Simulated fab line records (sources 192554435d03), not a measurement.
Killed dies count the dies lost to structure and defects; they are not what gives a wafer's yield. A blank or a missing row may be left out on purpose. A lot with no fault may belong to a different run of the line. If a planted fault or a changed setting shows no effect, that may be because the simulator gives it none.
fab line records ; flow n5_finfet ; part 2 of 2: steps 5 to 6 of 6
record lots=21; wafers=63; last_day=19
route steps=1938 shown WELL_APT@46 PMOS_HMC_CHANNEL_EPI@82 FIN_SAQP@102 SD_EPI_P@310
lots untouched by any fault: they come from a run of this same line in which no faults occurred
start_h: start of the lot's first displayed wafer, in hours after the record's first day ; wait_h: time in hours since the lot's previous step ; " repeats the value in the row above ; L1.1+2: one row covering several wafers at once ; - no value, or no start given ; * or withheld: withheld ; < > ~ a bound
route shown NAME@n: a module of which the file shows steps, and the number in the route of the first ; usual: the fault-free wafers' mean and standard deviation ; same: alike in all rows ; chamber/n: place in a boat ; sites: readings site by site ; _std_site: the standard deviation of these ; _edge_site: outer sites' mean less inner sites' ; radius_mm: how far each site lies from the wafer's centre ; mask NAME#n: copy n ; behind: the tool/chamber that last shaped the wafer ; hold: why the lot went on hold/how many hours it stayed there/how the hold came to an end ; device: the transistor (n, p or np) that didn't switch ; end of line: tests run on the same wafers once the route is complete ; where a step has no rows: the recipe by itself ; killed: the dies lost at the first sort to structure and to defects; this is not the yield of the wafer ; map: the dies of a wafer, with x for killed, . for not killed, _ for no die there
set.NAME: the setting the step ran with; set.NAME@STEP: the setting that earlier step ran with ; model.NAME: the simulator's own value behind a step, which no gauge read
the route's steps for a sample of lots (tables are steps, rows are wafers)
services: a tool's chamber out of use, with start hour (start_h, from the record's first day; less than 0 if before it), hours out, and reason
## steps
# step N5_FIN_SAQP_STRIP_70
# recipe chemistry=N2/H2; power_w=500; temp_c=40; pressure_mtorr=50; rf_frequency_hz=6e+07; overash_fraction=0.3; bias_power_w=28; h2_frac=0.5; n2_flow_sccm=300; h2_flow_sccm=300
# usual bias_power_w=28.00/0.081; drypump_motor_current_A=5.6/0.53; oes_product_au=0.78/0.085; rf_vpp_V=122.2/0.87; showerhead_plenum_p_Torr=3.42/0.081; throttle_valve_pct=19.0/0.49
lot.wafer;tool;chamber;start_h;wait_h;bias_power_w;drypump_motor_current_A;oes_product_au;rf_hours_counter_h;rf_vpp_V;showerhead_plenum_p_Torr;throttle_valve_pct
L074.1;rie_diel-05;1;25.85;0.0;27.97;4.9;0.75;133;122.4;3.38;18.8
L074.5;rie_diel-05;0;25.85;0.0;28.04;6.3;0.86;-;122.0;3.23;18.3
L074.6;rie_diel-05;3;25.85;0.0;28.00;5.6;0.73;-;121.8;3.46;18.7
L075.2;rie_diel-06;1;30.57;0.0;27.82;6.5;0.92;27;123.1;3.45;18.8
L075.5;rie_diel-06;0;30.57;0.0;27.98;5.3;0.80;-;122.5;3.49;18.9
L075.6;rie_diel-06;3;30.57;0.0;28.02;4.8;0.70;-;120.7;3.31;18.8
L076.4;rie_diel-06;0;37.05;0.0;27.97;5.3;0.79;129;123.1;3.49;18.9
L076.5;rie_diel-06;1;37.05;0.0;28.01;6.5;0.91;-;122.7;3.45;18.8
L076.6;rie_diel-06;0;37.05;0.0;28.09;5.3;0.79;-;121.8;3.49;18.9
L077.1;rie_diel-02;1;43.37;0.0;28.22;5.8;0.82;86;122.1;3.41;19.5
L077.3;rie_diel-02;0;43.37;0.0;27.91;6.2;0.73;169;123.5;3.48;19.1
L077.6;rie_diel-02;0;43.37;0.0;27.94;6.2;0.74;-;123.4;3.48;19.1
L078.4;rie_diel-06;2;49.46;0.0;27.91;5.4;0.70;219;122.5;3.44;18.6
L078.5;rie_diel-06;3;49.46;0.0;27.88;4.8;0.70;-;121.9;3.31;18.8
L078.6;rie_diel-06;2;49.46;0.0;27.86;5.4;0.71;-;121.7;3.44;18.6
L080.3;rie_diel-05;3;61.49;0.0;28.08;5.6;0.73;197;122.7;3.46;18.7
L080.4;rie_diel-05;2;61.49;0.0;28.03;6.0;0.92;17;121.8;3.29;18.2
L080.5;rie_diel-05;1;61.49;0.0;28.03;4.9;0.75;-;121.4;3.37;18.8
L081.2;rie_diel-05;2;66.80;0.0;27.91;6.0;0.92;19;122.3;3.29;18.2
L081.3;rie_diel-05;3;66.80;0.0;28.02;5.6;0.72;199;121.5;3.46;18.7
L081.5;rie_diel-05;2;66.80;0.0;28.06;5.9;0.91;-;121.5;3.29;18.2
L082.2;rie_diel-02;3;72.64;0.0;27.99;5.3;0.69;212;123.1;3.45;19.0
L082.3;rie_diel-02;0;72.64;0.0;28.05;6.2;0.72;179;121.6;3.48;19.1
L082.6;rie_diel-02;3;72.64;0.0;27.88;5.3;0.69;-;123.4;3.45;19.0
L083.3;rie_diel-05;1;78.96;0.0;28.06;4.9;0.74;152;121.6;3.37;18.8
L083.4;rie_diel-05;2;78.96;0.0;28.05;6.0;0.90;24;120.6;3.28;18.2
L083.5;rie_diel-05;2;78.96;0.0;28.05;6.0;0.90;-;121.9;3.28;18.2
L084.1;rie_diel-02;0;85.19;0.0;28.00;6.2;0.73;184;122.1;3.48;19.1
L084.4;rie_diel-02;2;85.19;0.0;28.13;5.1;0.72;161;122.9;3.52;20.0
L084.6;rie_diel-02;3;85.19;0.0;28.22;5.3;0.70;-;123.6;3.45;19.0
L085.1;rie_diel-02;0;94.77;0.0;27.95;6.2;0.71;187;123.5;3.47;19.1
L085.4;rie_diel-02;2;94.77;0.0;28.09;5.1;0.71;164;120.6;3.52;20.0
L085.6;rie_diel-02;2;94.77;0.0;27.98;5.1;0.72;-;122.0;3.52;20.0
L086.1;rie_diel-06;0;98.56;0.0;28.04;5.3;0.77;150;121.2;3.48;19.0
L086.2;rie_diel-06;1;98.56;0.0;27.89;6.5;0.89;49;121.8;3.44;18.8
L086.3;rie_diel-06;2;98.56;0.0;27.96;5.4;0.70;235;121.4;3.43;18.6
L088.1;rie_diel-02;1;108.40;0.0;27.99;5.8;0.79;109;121.7;3.40;19.5
L088.3;rie_diel-02;0;108.40;0.0;28.03;6.2;0.71;192;122.0;3.47;19.1
L088.5;rie_diel-02;2;108.40;0.0;27.90;5.1;0.71;-;123.8;3.52;20.0
L089.2;rie_diel-06;1;115.16;0.0;28.03;6.5;0.88;55;122.5;3.44;18.8
L089.3;rie_diel-06;3;115.16;0.0;28.03;4.8;0.95;11;121.8;3.30;18.5
L089.6;rie_diel-06;0;115.16;0.0;27.87;5.3;0.75;-;123.2;3.48;19.0
L090.1;rie_diel-06;0;120.65;0.0;28.12;5.3;0.77;158;122.0;3.48;19.0
L090.2;rie_diel-06;3;120.65;0.0;27.92;4.8;0.95;12;121.2;3.30;18.5
L090.6;rie_diel-06;0;120.65;0.0;28.02;5.3;0.76;-;122.3;3.48;19.0
L091.2;rie_diel-02;3;127.04;0.0;28.03;5.3;0.69;232;122.0;3.44;19.1
L091.3;rie_diel-02;2;127.04;0.0;28.01;5.1;0.70;176;123.0;3.52;20.0
L091.4;rie_diel-02;0;127.04;0.0;27.96;6.2;0.71;201;121.5;3.47;19.1
L092.2;rie_diel-02;2;133.39;0.0;27.96;5.1;0.70;178;123.8;3.51;20.0
L092.4;rie_diel-02;0;133.39;0.0;27.98;6.2;0.70;203;121.7;3.47;19.1
L092.6;rie_diel-02;3;133.39;0.0;28.08;5.3;0.68;-;123.2;3.44;19.1
L093.1;rie_diel-06;3;139.86;0.0;27.96;4.8;0.94;19;122.5;3.30;18.5
L093.5;rie_diel-06;0;139.86;0.0;28.05;5.3;0.76;-;122.6;3.47;19.0
L093.6;rie_diel-06;1;139.86;0.0;27.96;6.5;0.86;-;121.6;3.43;18.9
L094.2;rie_diel-02;0;146.46;0.0;27.94;6.2;0.70;208;122.2;3.46;19.1
L094.3;rie_diel-02;3;146.46;0.0;27.95;5.3;0.67;239;122.8;3.43;19.1
L094.5;rie_diel-02;1;146.46;0.0;28.15;5.8;0.78;-;122.1;3.39;19.6
L095.1;rie_diel-05;1;150.96;0.0;28.07;4.9;0.72;174;121.6;3.35;18.8
L095.2;rie_diel-05;2;150.96;0.0;28.04;5.9;0.86;47;121.5;3.27;18.3
L095.4;rie_diel-05;0;150.96;0.0;27.99;6.3;0.82;107;120.8;3.21;18.3
L097.1;rie_diel-06;1;164.30;0.0;28.08;6.4;0.84;71;122.5;3.43;18.9
L097.4;rie_diel-06;3;164.30;0.0;27.99;4.8;0.90;28;121.4;3.29;18.5
L097.5;rie_diel-06;3;164.30;0.0;27.90;4.8;0.92;-;121.0;3.29;18.5
# step N5_SD_EPI_P_ETCHBACK_46
# recipe chemistry=CH3F/O2; mode=anisotropic_etchback; target=SiNx; target_depth_a=175; stop_on=SiO2; over_etch_frac=0.3; ion_energy_ev=120; pressure_mtorr=30; source_w=395; bias_w=73; Ar_flow_sccm=150; CH3F_flow_sccm=30; O2_flow_sccm=20
# usual drypump_motor_current_A=5.5/0.47; oes_o_777_au=0.80/0.095; oes_product_au=0.68/0.077; rf_vpp_V=298/6.9; showerhead_plenum_p_Torr=1.98/0.067; throttle_valve_pct=16.41/0.21
lot.wafer;tool;chamber;start_h;wait_h;drypump_motor_current_A;oes_o_777_au;oes_product_au;rf_hours_counter_h;rf_vpp_V;showerhead_plenum_p_Torr;throttle_valve_pct
L074.1;rie_diel-04;1;59.20;0.0;5.6;0.81;0.71;102;304;2.01;16.29
L074.5;rie_diel-04;3;59.20;0.0;6.5;0.79;0.66;-;295;2.01;16.47
L074.6;rie_diel-04;2;59.20;0.0;4.8;0.72;0.63;-;287;1.88;16.16
L075.2;rie_diel-03;1;66.01;0.0;5.6;0.76;0.64;161;301;1.99;16.47
L075.5;rie_diel-03;1;66.01;0.0;5.6;0.76;0.64;-;302;1.99;16.47
L075.6;rie_diel-03;0;66.01;0.0;5.0;0.70;0.60;-;287;1.89;16.47
L076.4;rie_diel-03;2;73.72;0.0;5.1;0.87;0.73;71;293;2.03;16.33
L076.5;rie_diel-03;0;73.72;0.0;5.0;0.70;0.60;-;289;1.88;16.46
L076.6;rie_diel-03;3;73.72;0.0;6.2;0.92;0.76;-;298;1.98;16.41
L077.1;rie_diel-03;0;79.49;0.0;5.0;0.70;0.60;246;288;1.88;16.46
L077.3;rie_diel-03;3;79.49;0.0;6.2;0.90;0.76;18;298;1.98;16.40
L077.6;rie_diel-03;3;79.49;0.0;6.2;0.91;0.76;-;297;1.98;16.40
L078.4;rie_diel-01;3;81.55;0.0;5.6;0.74;0.59;234;292;2.07;16.40
L078.5;rie_diel-01;3;81.55;0.0;5.6;0.74;0.60;-;292;2.07;16.38
L078.6;rie_diel-01;2;81.55;0.0;5.5;0.67;0.59;-;315;1.95;16.36
L080.3;rie_diel-01;3;89.76;0.0;5.6;0.74;0.59;236;291;2.07;16.41
L080.4;rie_diel-01;2;89.76;0.0;5.4;0.67;0.59;247;312;1.95;16.36
L080.5;rie_diel-01;1;89.76;0.0;5.1;0.72;0.67;-;299;1.95;16.73
L081.2;rie_diel-01;2;95.31;0.0;5.5;0.67;0.59;249;314;1.95;16.37
L081.3;rie_diel-01;1;95.31;0.0;5.1;0.71;0.67;126;300;1.95;16.71
L081.5;rie_diel-01;0;95.31;0.0;5.3;0.68;0.59;-;303;1.87;16.60
L082.2;rie_diel-03;1;101.43;0.0;5.6;0.75;0.63;173;303;1.98;16.50
L082.3;rie_diel-03;3;101.43;0.0;6.2;0.90;0.75;25;298;1.98;16.39
L082.6;rie_diel-03;1;101.43;0.0;5.6;0.75;0.63;-;303;1.98;16.49
L083.3;rie_diel-01;0;109.84;0.0;5.4;0.67;0.59;241;304;1.86;16.59
L083.4;rie_diel-01;3;109.84;0.0;5.6;0.74;0.60;-;289;2.07;16.41
L083.5;rie_diel-01;1;109.84;0.0;5.1;0.71;0.66;-;300;1.94;16.74
L084.1;rie_diel-03;3;116.46;0.0;6.2;0.89;0.74;29;298;1.98;16.42
L084.4;rie_diel-03;0;116.46;0.0;5.0;0.98;0.85;3;292;2.13;16.06
L084.6;rie_diel-03;1;116.46;0.0;5.6;0.74;0.63;-;302;1.98;16.51
L085.1;rie_diel-03;2;125.91;0.0;5.1;0.85;0.71;89;293;2.03;16.36
L085.4;rie_diel-03;1;125.91;0.0;5.6;0.75;0.63;182;301;1.98;16.51
L085.6;rie_diel-03;2;125.91;0.0;5.1;0.85;0.71;-;292;2.03;16.37
L086.1;rie_diel-04;0;130.56;0.0;5.3;0.96;0.83;4;303;2.05;16.34
L086.2;rie_diel-04;1;130.56;0.0;5.6;0.80;0.69;123;303;2.00;16.34
L086.3;rie_diel-04;2;130.56;0.0;4.8;0.72;0.62;192;288;1.88;16.18
L088.1;rie_diel-01;0;139.71;0.0;5.3;0.66;0.58;253;306;1.86;16.61
L088.3;rie_diel-01;1;139.71;0.0;5.1;0.71;0.65;144;300;1.94;16.76
L088.5;rie_diel-01;2;139.71;0.0;5.5;0.94;0.83;-;312;1.94;15.95
L089.2;rie_diel-01;2;144.95;0.0;5.5;0.93;0.82;11;314;1.94;15.95
L089.3;rie_diel-01;1;144.95;0.0;5.1;0.70;0.65;146;299;1.94;16.76
L089.6;rie_diel-01;0;144.95;0.0;5.3;0.66;0.58;-;305;1.86;16.64
L090.1;rie_diel-04;1;148.64;0.0;5.6;0.79;0.68;128;303;2.00;16.35
L090.2;rie_diel-04;3;148.64;0.0;6.4;0.77;0.65;134;295;2.00;16.51
L090.6;rie_diel-04;0;148.64;0.0;5.3;0.94;0.82;-;304;2.05;16.33
L091.2;rie_diel-04;1;154.32;0.0;5.6;0.78;0.68;129;303;2.00;16.33
L091.3;rie_diel-04;3;154.32;0.0;6.4;0.77;0.64;135;294;2.00;16.50
L091.4;rie_diel-04;2;154.32;0.0;4.7;0.72;0.62;-;287;1.88;16.19
L092.2;rie_diel-03;0;162.20;0.0;5.0;0.93;0.81;18;293;2.13;16.07
L092.4;rie_diel-03;3;162.20;0.0;6.2;0.86;0.72;43;296;1.97;16.44
L092.6;rie_diel-03;3;162.20;0.0;6.2;0.87;0.72;-;297;1.97;16.44
L093.1;rie_diel-01;1;168.78;0.0;5.1;0.70;0.63;155;300;1.94;16.80
L093.5;rie_diel-01;2;168.78;0.0;5.5;0.91;0.81;-;313;1.94;15.96
L093.6;rie_diel-01;3;168.78;0.0;5.6;1.00;0.82;-;290;2.06;15.96
L094.2;rie_diel-04;3;175.30;0.0;6.5;0.77;0.64;142;294;2.00;16.52
L094.3;rie_diel-04;0;175.30;0.0;5.3;0.92;0.80;14;304;2.05;16.34
L094.5;rie_diel-04;3;175.30;0.0;6.4;0.77;0.64;-;293;2.00;16.53
L095.1;rie_diel-03;1;181.81;0.0;5.6;0.73;0.62;199;302;1.97;16.55
L095.2;rie_diel-03;3;181.81;0.0;6.2;0.86;0.71;50;298;1.97;16.48
L095.4;rie_diel-03;0;181.81;0.0;5.0;0.91;0.79;25;292;2.12;16.09
L097.1;rie_diel-03;0;192.19;0.0;5.0;0.92;0.79;28;291;2.12;16.10
L097.4;rie_diel-03;1;192.19;0.0;5.6;0.73;0.62;203;300;1.97;16.55
L097.5;rie_diel-03;2;192.19;0.0;5.1;0.82;0.70;-;292;2.02;16.38
## services
tool;chamber;start_h;hours;kind
rie_diel-06;3;-7.24;15.3;repair
rie_diel-05;-;5.20;0.2;repair
rie_diel-03;2;6.01;12.1;repair
rie_diel-02;3;24.79;6.3;repair
pecvd-03;0;25.92;13.7;repair
rie_diel-05;3;39.99;7.1;repair
rie_diel-02;3;42.32;4.4;repair
rie_diel-06;-;46.53;2.8;pm
pecvd-01;0;51.20;3.6;repair
rie_diel-04;-;52.58;0.2;repair
rie_diel-03;0;55.84;5.4;repair
pecvd-03;1;76.77;5.0;repair
rie_diel-06;3;89.22;5.0;repair
pecvd-04;2;96.11;9.0;repair
rie_diel-04;2;96.27;15.7;repair
pecvd-03;-;96.70;1.1;repair
rie_diel-05;1;121.32;1.8;repair
rie_diel-04;-;136.35;1.1;repair
rie_diel-04;0;152.81;8.1;repair
rie_diel-04;-;167.56;0.5;repair
rie_diel-06;1;173.12;2.4;repair
rie_diel-06;0;174.16;8.3;repair
pecvd-03;0;179.35;5.6;repair
pecvd-03;-;190.15;1.2;repair
